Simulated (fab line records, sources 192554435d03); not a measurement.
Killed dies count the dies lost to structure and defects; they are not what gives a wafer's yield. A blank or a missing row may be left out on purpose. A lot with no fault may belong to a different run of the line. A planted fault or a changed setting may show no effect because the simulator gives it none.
Check for tools in common -- flow n5Finfet -- 23 wafers sampled across 8 lots

== REASON IT WAS OPENED ==
At N5_FIN_SAQP_OCD_MEAS_76 the reading trenchDepthNm is flagged on 2 of 8 lots. No-fault wafers: 119.0 nm, standard deviation 1.5.
Rule: a lot gets a flag if all its wafers with a number sit over 4 standard deviations from that mean, or if no wafer of it has a number. All remaining lots are regarded as sound.

lot,measured,on,"trenchDepthNm (nm), wafer by wafer",flag
L942,day 3 03:15,ocd-02,118.4 116.7 120.0,
L943,day 3 08:05,ocd-02,120.0 118.0 118.7,
L944,day 3 14:00,ocd-02,0 0.2 0,FLAGGED
L945,day 3 21:14,ocd-02,0 0.5 0.4,FLAGGED
L946,day 4 02:06,ocd-01,119.8 121.2 121.4,
L956,day 6 15:28,ocd-01,120.5 117.9 117.7,
L959,day 7 08:17,ocd-01,122.8 117.7 120.3,
L961,day 7 21:37,ocd-02,117.9 117.8,
The numbers of the flagged lots are 0.2 nm on average: -118.8 nm against the usual, or -79 standard deviations.

== WHICH TOOL EACH LOT WENT THROUGH ==
Before the reading, the record contains 6 process steps out of a 1938-step route. Cell contents, in order: the tool; ch with the chambers the sampled wafers went through; the start.
lot,flag,N5_FIN_SAQP_SPACER1_ETCHBACK_25,N5_FIN_SAQP_ETCH_65,N5_FIN_SAQP_SPACER2_ETCHBACK_29,N5_FIN_SAQP_HM_OPEN_33,N5_FIN_SAQP_ETCH_34,N5_FIN_SAQP_HM_CD_35
L942,,"rieDiel-05 ch 1,2,3, day 3 00:57","rieSi-01 ch 0,2, day 3 01:18","rieDiel-02 ch 0,2,3, day 3 02:30","rieDiel-01 ch 2,3, day 3 02:44","rieDiel-01 ch 2,3, day 3 02:49","cdSem-02, day 3 02:58"
L943,,"rieDiel-01 ch 2,3, day 3 05:46","rieSi-06 ch 0,3, day 3 06:08","rieDiel-01 ch 1,2, day 3 07:19","rieDiel-01 ch 0,2, day 3 07:34","rieDiel-01 ch 0,2, day 3 07:38","cdSem-01, day 3 07:47"
L944,FLAGGED,"rieDiel-01 ch 0,2,3, day 3 11:33","rieSi-01 ch 2,3, day 3 11:55","rieDiel-02 ch 0,3, day 3 13:15","rieDiel-01 ch 0,1, day 3 13:30","rieDiel-01 ch 0,1, day 3 13:34","cdSem-02, day 3 13:43"
L945,FLAGGED,"rieDiel-05 ch 0,1,3, day 3 18:56","rieSi-06 ch 2,3, day 3 19:17","rieDiel-02 ch 2,3, day 3 20:29","rieDiel-02 ch 0,1,2, day 3 20:44","rieDiel-02 ch 0,1,2, day 3 20:48","cdSem-02, day 3 20:57"
L946,,"rieDiel-01 ch 0,1,2, day 3 23:44","rieSi-05 ch 1,2,3, day 4 00:05","rieDiel-01 ch 0,1, day 4 01:21","rieDiel-01 ch 0,2, day 4 01:36","rieDiel-01 ch 0,2, day 4 01:40","cdSem-02, day 4 01:49"
L956,,"rieDiel-02 ch 0,1,2, day 6 13:03","rieSi-05 ch 0,2,3, day 6 13:24","rieDiel-01 ch 0,1,2, day 6 14:43","rieDiel-01 ch 0,1,3, day 6 14:58","rieDiel-01 ch 0,2,3, day 6 15:02","cdSem-01, day 6 15:11"
L959,,"rieDiel-02 ch 0,1, day 7 05:58","rieSi-05 ch 1,3, day 7 06:20","rieDiel-02 ch 0,1, day 7 07:31","rieDiel-01 ch 0,1, day 7 07:46","rieDiel-01 ch 0,1, day 7 07:50","cdSem-03, day 7 07:59"
L961,,"rieDiel-01 ch 0, day 7 18:22","rieSi-06 ch 2, day 7 18:44","rieDiel-05 ch 0, day 7 20:49","rieDiel-02 ch 2,3, day 7 21:06","rieDiel-02 ch 2,3, day 7 21:10","cdSem-03, day 7 21:19"
These steps, and what they do:
- N5_FIN_SAQP_SPACER1_ETCHBACK_25: etches SiO2 in CHF3/O2, target depth 24.4 nm, time 12.2 s.
- N5_FIN_SAQP_ETCH_65: etches SiO2 in CF4, target depth 4 nm, time 4.4 s.
- N5_FIN_SAQP_SPACER2_ETCHBACK_29: etches SiO2 in CHF3/O2, target depth 12.2 nm, time 6.1 s.
- N5_FIN_SAQP_HM_OPEN_33: chemistry CH3F/O2, target SiNx, target depth 49.4 nm, time 70.6 s.
- N5_FIN_SAQP_ETCH_34: etches SiO2 in C4F6/O2, target depth 45 nm, time 15 s.
- N5_FIN_SAQP_HM_CD_35: target cd 8 nm.
- N5_FIN_SAQP_OCD_MEAS_76

== FLAGGED AGAINST TOTAL, ONE TOOL AT A TIME (gauges that did the reading follow at the end) ==
step,tool,lots run,flagged,share of the flagged lots,sound lots run after its first flagged lot
N5_FIN_SAQP_SPACER1_ETCHBACK_25,rieDiel-01,4,1,some,"2 (L946,L961)"
N5_FIN_SAQP_SPACER1_ETCHBACK_25,rieDiel-02,2,0,none,-
N5_FIN_SAQP_SPACER1_ETCHBACK_25,rieDiel-05,2,1,some,0
N5_FIN_SAQP_ETCH_65,rieSi-01,2,1,some,0
N5_FIN_SAQP_ETCH_65,rieSi-05,3,0,none,-
N5_FIN_SAQP_ETCH_65,rieSi-06,3,1,some,1 (L961)
N5_FIN_SAQP_SPACER2_ETCHBACK_29,rieDiel-01,3,0,none,-
N5_FIN_SAQP_SPACER2_ETCHBACK_29,rieDiel-02,4,2,all,1 (L959)
N5_FIN_SAQP_SPACER2_ETCHBACK_29,rieDiel-05,1,0,none,-
N5_FIN_SAQP_HM_OPEN_33,rieDiel-01,6,1,some,"3 (L946,L956,L959)"
N5_FIN_SAQP_HM_OPEN_33,rieDiel-02,2,1,some,1 (L961)
N5_FIN_SAQP_ETCH_34,rieDiel-01,6,1,some,"3 (L946,L956,L959)"
N5_FIN_SAQP_ETCH_34,rieDiel-02,2,1,some,1 (L961)
N5_FIN_SAQP_HM_CD_35,cdSem-01,2,0,none,-
N5_FIN_SAQP_HM_CD_35,cdSem-02,4,2,all,1 (L946)
N5_FIN_SAQP_HM_CD_35,cdSem-03,2,0,none,-
N5_FIN_SAQP_OCD_MEAS_76,ocd-01,3,0,none,-
N5_FIN_SAQP_OCD_MEAS_76,ocd-02,5,2,all,1 (L961)

== WHAT THE TABLE PERMITS ==
All flagged lots were run by 3 table rows, namely rieDiel-02 at N5_FIN_SAQP_SPACER2_ETCHBACK_29, cdSem-02 at N5_FIN_SAQP_HM_CD_35, ocd-02 at N5_FIN_SAQP_OCD_MEAS_76.
- rieDiel-02 at N5_FIN_SAQP_SPACER2_ETCHBACK_29: 2 of its 4 lots flagged. Lots that were sound ran on it after the first flagged one (L959); a persistent fault on the entire tool would not allow that.
- cdSem-02 at N5_FIN_SAQP_HM_CD_35: 2 of its 4 lots flagged. Lots that were sound ran on it after the first flagged one (L946); a persistent fault on the entire tool would not allow that. On the flagged lots its readings are blank where sound lots have values: cdNm.
- ocd-02 at N5_FIN_SAQP_OCD_MEAS_76: 2 of its 5 lots flagged. Lots that were sound ran on it after the first flagged one (L961); a persistent fault on the entire tool would not allow that.
Every row of the table either missed a flagged lot or ran a sound lot after the first.

== WHAT THE SIMULATOR HAD PUT IN ==
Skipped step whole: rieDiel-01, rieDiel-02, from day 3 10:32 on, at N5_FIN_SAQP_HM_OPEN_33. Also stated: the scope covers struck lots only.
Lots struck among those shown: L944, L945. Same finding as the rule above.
